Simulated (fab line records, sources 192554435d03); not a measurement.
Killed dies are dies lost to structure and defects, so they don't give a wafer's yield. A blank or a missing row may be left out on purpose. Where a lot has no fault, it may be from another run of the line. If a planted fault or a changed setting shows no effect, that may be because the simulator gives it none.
Which tool was responsible?    flow n5_finfet    24 lots, 72 wafers sampled, at 4 steps of a route of 1938

WHAT EACH GAUGE READ, for each wafer
N5_BEOL_M11_INSPECT_30: inspects for defects (brightfield). Usual: raw_defect_count at 445, with a standard deviation of 110.
lot   measured      on                 raw_defect_count  flag
L074  day 11 22:10  defect_inspect-02  305 247 211       
L076  day 12 05:28  defect_inspect-01  581 512 458       
L075  day 12 06:23  defect_inspect-02  372 437 320       
L077  day 12 11:44  defect_inspect-01  376 396 396       
L078  day 12 21:57  defect_inspect-02  423 335 412       
L080  day 13 05:54  defect_inspect-02  408 646 417       
L079  day 13 10:52  defect_inspect-02  344 418 438       
L081  day 13 11:50  defect_inspect-02  482 504 437       
L082  day 13 21:04  defect_inspect-02  473 509 463       
L083  day 13 21:53  defect_inspect-02  395 256 318       
L084  day 14 04:04  defect_inspect-01  274 387 404       
L087  day 14 12:50  defect_inspect-02  450 598 650       
L085  day 14 22:47  defect_inspect-02  323 290 451       
L086  day 15 05:14  defect_inspect-01  553 692 456       
L089  day 15 07:45  defect_inspect-02  373 365 426       
L091  day 15 11:49  defect_inspect-02  338 394 405       
L088  day 15 12:01  defect_inspect-02  382 678 428       
L092  day 15 16:03  defect_inspect-01  444 397 456       
L090  day 16 04:48  defect_inspect-01  393 502 398       
L093  day 16 23:43  defect_inspect-01  288 452 451       
L095  day 17 00:38  defect_inspect-01  553 715 724       
L094  day 17 09:43  defect_inspect-01  390 294 362       
L097  day 18 02:05  defect_inspect-02  560 319 482       
L096  day 18 04:41  defect_inspect-02  477 455 599       

WHICH TOOL RAN EACH LOT (tool, then ch and the chambers of the sampled wafers, then the start)
lot   N5_BEOL_M11_HM_DEP_02         N5_BEOL_M11_ETCH_61                 N5_BEOL_M11_STRIP_19
L074  pvd_sputter-03, day 11 20:49  rie_diel-03 ch 2,3, day 11 21:19    rie_diel-03 ch 2,3, day 11 21:40
L076  pvd_sputter-01, day 12 03:25  rie_diel-04 ch 0,2, day 12 04:10    rie_diel-04 ch 1,2,3, day 12 04:31
L075  pvd_sputter-02, day 12 04:23  rie_diel-04 ch 0,1,3, day 12 05:01  rie_diel-01 ch 1,3, day 12 05:22
L077  pvd_sputter-02, day 12 07:35  rie_diel-03 ch 0,1,2, day 12 08:21  rie_diel-04 ch 0,1, day 12 08:41
L078  pvd_sputter-02, day 12 19:11  rie_diel-03 ch 1,2,3, day 12 19:47  rie_diel-03 ch 0,1,2, day 12 20:16
L080  pvd_sputter-03, day 13 03:02  rie_diel-04 ch 2,3, day 13 03:40    rie_diel-04 ch 0,1, day 13 04:01
L079  pvd_sputter-03, day 13 07:31  rie_diel-03 ch 0,2, day 13 08:08    rie_diel-04 ch 0,2, day 13 08:31
L081  pvd_sputter-02, day 13 10:20  rie_diel-04 ch 2,3, day 13 10:55    rie_diel-01 ch 1,2, day 13 11:18
L082  pvd_sputter-02, day 13 16:36  rie_diel-03 ch 0,3, day 13 17:27    rie_diel-04 ch 1,2, day 13 17:49
L083  pvd_sputter-01, day 13 20:17  rie_diel-01 ch 0,1,3, day 13 20:54  rie_diel-04 ch 1,2,3, day 13 21:20
L084  pvd_sputter-03, day 14 01:34  rie_diel-03 ch 0,1,2, day 14 02:04  rie_diel-03 ch 2,3, day 14 02:25
L087  pvd_sputter-01, day 14 11:23  rie_diel-01 ch 0,1,3, day 14 11:53  rie_diel-01 ch 0,2,3, day 14 12:18
L085  pvd_sputter-03, day 14 21:16  rie_diel-04 ch 1,3, day 14 21:55    rie_diel-03 ch 0,1,2, day 14 22:15
L086  pvd_sputter-03, day 15 02:35  rie_diel-03 ch 1,2,3, day 15 03:12  rie_diel-01 ch 0,2,3, day 15 03:33
L089  pvd_sputter-03, day 15 05:58  rie_diel-01 ch 0,1, day 15 06:41    rie_diel-04 ch 0,2,3, day 15 07:07
L091  pvd_sputter-03, day 15 09:56  rie_diel-04 ch 1,2,3, day 15 10:34  rie_diel-04 ch 1,2,3, day 15 11:04
L088  pvd_sputter-03, day 15 10:14  rie_diel-04 ch 0,2,3, day 15 10:50  rie_diel-04 ch 0,3, day 15 11:11
L092  pvd_sputter-01, day 15 13:07  rie_diel-01 ch 0,1,3, day 15 13:38  rie_diel-04 ch 0,3, day 15 13:59
L090  pvd_sputter-03, day 16 00:42  rie_diel-01 ch 1,2,3, day 16 01:11  rie_diel-04 ch 0,3, day 16 01:32
L093  pvd_sputter-03, day 16 22:17  rie_diel-01 ch 1,3, day 16 22:47    rie_diel-01 ch 2,3, day 16 23:08
L095  pvd_sputter-02, day 16 23:05  rie_diel-03 ch 2,3, day 16 23:35    rie_diel-03 ch 0,3, day 16 23:56
L094  pvd_sputter-02, day 17 07:01  rie_diel-01 ch 0,2, day 17 07:31    rie_diel-01 ch 2,3, day 17 07:59
L097  pvd_sputter-01, day 18 00:20  rie_diel-01 ch 0,2,3, day 18 01:14  rie_diel-01 ch 0,3, day 18 01:40
L096  pvd_sputter-01, day 18 02:49  rie_diel-03 ch 0,1,3, day 18 03:53  rie_diel-03 ch 0,1,3, day 18 04:14
- N5_BEOL_M11_HM_DEP_02: deposits TiN, target thk 20 nm.
- N5_BEOL_M11_ETCH_61: etches SiARC in CF4, target depth 39 nm, time 65 s.
- N5_BEOL_M11_STRIP_19: strips in O2.

WHAT THE TOOLS THEMSELVES READ (means of the sampled wafers that have a number; where no wafer has one, the mark that the record gives instead)
N5_BEOL_M11_HM_DEP_02. Usual: throttle_valve_pct at 30.0 %, with a standard deviation of 0.97.
lot   tool            throttle_valve_pct (%)  flag
L074  pvd_sputter-03  29.6                    
L076  pvd_sputter-01  29.3                    
L075  pvd_sputter-02  29.8                    
L077  pvd_sputter-02  30.5                    
L078  pvd_sputter-02  30.0                    
L080  pvd_sputter-03  29.5                    
L079  pvd_sputter-03  30.1                    
L081  pvd_sputter-02  30.8                    
L082  pvd_sputter-02  30.2                    
L083  pvd_sputter-01  30.2                    
L084  pvd_sputter-03  30.0                    
L087  pvd_sputter-01  30.2                    
L085  pvd_sputter-03  29.8                    
L086  pvd_sputter-03  29.7                    
L089  pvd_sputter-03  30.1                    
L091  pvd_sputter-03  30.2                    
L088  pvd_sputter-03  29.3                    
L092  pvd_sputter-01  30.9                    
L090  pvd_sputter-03  30.7                    
L093  pvd_sputter-03  30.2                    
L095  pvd_sputter-02  30.8                    
L094  pvd_sputter-02  30.5                    
L097  pvd_sputter-01  30.5                    
L096  pvd_sputter-01  30.2                    

N5_BEOL_M11_ETCH_61. Usual: drypump_motor_current_A 5.8 A, standard deviation 0.54; etch_rf_on_time_s 65.3 s, standard deviation 1.9; mfc_ar_sccm 100.0 sccm, standard deviation 0.31; oes_product_au 0.65 a.u., standard deviation 0.069; rf_fwd_power_W 538.3 W, standard deviation 2.2; rf_vpp_V 184.0 V, standard deviation 1.2; showerhead_plenum_p_Torr 2.14 Torr, standard deviation 0.064; throttle_valve_pct 15.70 %, standard deviation 0.28.
lot   tool         drypump_motor_current_A (A)  etch_rf_on_time_s (s)  mfc_ar_sccm (sccm)  oes_product_au (a.u.)  rf_fwd_power_W (W)  rf_vpp_V (V)  showerhead_plenum_p_Torr (Torr)  throttle_valve_pct (%)  flag
L074  rie_diel-03  5.3                          66.5                   99.7                0.65                   539.0               184.6         2.17                             15.84                   
L076  rie_diel-04  5.7                          65.1                   100.0               0.64                   536.2               184.3         2.17                             15.52                   
L075  rie_diel-04  6.0                          66.1                   99.7                0.61                   537.4               184.1         2.12                             15.75                   
L077  rie_diel-03  5.3                          65.9                   100.1               0.62                   539.0               184.3         2.18                             15.94                   
L078  rie_diel-03  5.7                          66.4                   100.1               0.64                   536.1               185.3         2.16                             15.79                   
L080  rie_diel-04  5.7                          65.3                   100.3               0.66                   537.6               184.7         2.11                             15.68                   
L079  rie_diel-03  4.8                          66.5                   99.9                0.61                   537.5               185.8         2.19                             16.01                   
L081  rie_diel-04  5.5                          64.4                   100.0               0.71                   539.1               183.4         2.11                             15.56                   
L082  rie_diel-03  5.5                          63.7                   100.0               0.64                   539.1               183.7         2.11                             15.80                   
L083  rie_diel-01  6.2                          64.2                   100.1               0.65                   539.5               183.1         2.11                             15.54                   
L084  rie_diel-03  5.3                          66.8                   100.4               0.60                   536.9               184.3         2.18                             15.95                   
L087  rie_diel-01  6.2                          64.2                   100.2               0.64                   537.8               184.2         2.11                             15.55                   
L085  rie_diel-04  6.0                          66.1                   100.4               0.61                   537.8               183.7         2.09                             15.89                   
L086  rie_diel-03  5.7                          66.1                   99.8                0.63                   537.6               184.4         2.16                             15.83                   
L089  rie_diel-01  6.2                          66.3                   99.8                0.67                   539.2               182.6         2.07                             15.45                   
L091  rie_diel-04  5.8                          65.7                   99.8                0.65                   538.8               183.2         2.09                             15.76                   
L088  rie_diel-04  5.7                          64.5                   100.4               0.72                   536.4               184.4         2.13                             15.46                   
L092  rie_diel-01  6.2                          64.6                   99.7                0.63                   539.4               183.8         2.11                             15.56                   
L090  rie_diel-01  6.0                          65.2                   100.0               0.60                   540.0               183.2         2.15                             15.78                   
L093  rie_diel-01  6.2                          64.3                   100.0               0.58                   537.7               182.4         2.09                             15.83                   
L095  rie_diel-03  5.8                          64.4                   100.1               0.65                   537.1               183.6         2.11                             15.74                   
L094  rie_diel-01  6.0                          66.2                   99.8                0.67                   538.6               183.8         2.12                             15.45                   
L097  rie_diel-01  6.0                          64.4                   100.1               0.64                   538.8               184.2         2.16                             15.57                   
L096  rie_diel-03  5.8                          63.9                   99.7                0.69                   540.3               184.6         2.12                             15.66                   

N5_BEOL_M11_STRIP_19. Usual: drypump_motor_current_A 5.8 A, standard deviation 0.48; o2_flow_sccm 225.1 sccm, standard deviation 0.65; oes_product_au 0.77 a.u., standard deviation 0.093; rf_vpp_V 3.8 V, standard deviation 0.61; showerhead_plenum_p_Torr 2.09 Torr, standard deviation 0.067; throttle_valve_pct 16.73 %, standard deviation 0.3.
lot   tool         drypump_motor_current_A (A)  o2_flow_sccm (sccm)  oes_product_au (a.u.)  rf_vpp_V (V)  showerhead_plenum_p_Torr (Torr)  throttle_valve_pct (%)  flag
L074  rie_diel-03  5.3                          224.9                0.77                   4.2           2.13                             16.96                   
L076  rie_diel-04  5.8                          225.1                0.79                   4.0           2.04                             16.76                   
L075  rie_diel-01  6.2                          224.3                0.72                   3.7           2.11                             16.65                   
L077  rie_diel-04  6.0                          224.2                0.70                   3.3           2.10                             16.73                   
L078  rie_diel-03  5.3                          225.3                0.72                   3.6           2.15                             17.08                   
L080  rie_diel-04  6.0                          225.6                0.72                   3.6           2.05                             16.86                   
L079  rie_diel-04  5.4                          225.3                0.82                   3.7           2.08                             16.50                   
L081  rie_diel-01  5.9                          226.1                0.71                   3.6           2.09                             16.84                   
L082  rie_diel-04  5.8                          224.9                0.79                   3.8           2.02                             16.82                   
L083  rie_diel-04  5.8                          225.6                0.79                   3.8           2.04                             16.78                   
L084  rie_diel-03  5.8                          224.6                0.78                   4.1           2.09                             16.84                   
L087  rie_diel-01  6.0                          225.5                0.76                   4.1           2.12                             16.57                   
L085  rie_diel-03  5.3                          224.9                0.70                   3.9           2.15                             17.09                   
L086  rie_diel-01  6.0                          225.5                0.76                   3.6           2.12                             16.57                   
L089  rie_diel-04  5.6                          224.8                0.86                   3.3           2.08                             16.48                   
L091  rie_diel-04  5.8                          225.0                0.76                   4.0           2.03                             16.80                   
L088  rie_diel-04  5.9                          225.2                0.91                   3.2           2.12                             16.34                   
L092  rie_diel-04  5.9                          224.8                0.80                   3.9           2.08                             16.61                   
L090  rie_diel-04  5.9                          225.8                0.89                   3.2           2.11                             16.36                   
L093  rie_diel-01  6.0                          225.1                0.70                   3.5           2.15                             16.71                   
L095  rie_diel-03  5.5                          225.2                0.72                   4.0           2.06                             16.98                   
L094  rie_diel-01  5.8                          225.3                0.70                   3.6           2.15                             16.80                   
L097  rie_diel-01  6.2                          225.3                0.79                   3.5           2.08                             16.41                   
L096  rie_diel-03  5.8                          224.5                0.81                   3.9           2.09                             16.82                   

THE ANSWER, worked out from the rows above alone
Rule: a lot counts as off when the mean over its wafers that have a number is more than 3 standard deviations away from the usual mean. A lot without any number at a reading at which 4 lots or more have one is off too. Any other lot the step has rows for is counted as sound. The gauges are gone through in route order, then the tools' own readings, and for those a lot's mean is taken as printed above. The first step at which some lot is off is used, and at that step the reading that is off furthest; a lot without a number counts as furthest.
Across all readings shown, no lot is off: no conclusion can be drawn from this.

WHAT THE SIMULATOR HAD PUT IN
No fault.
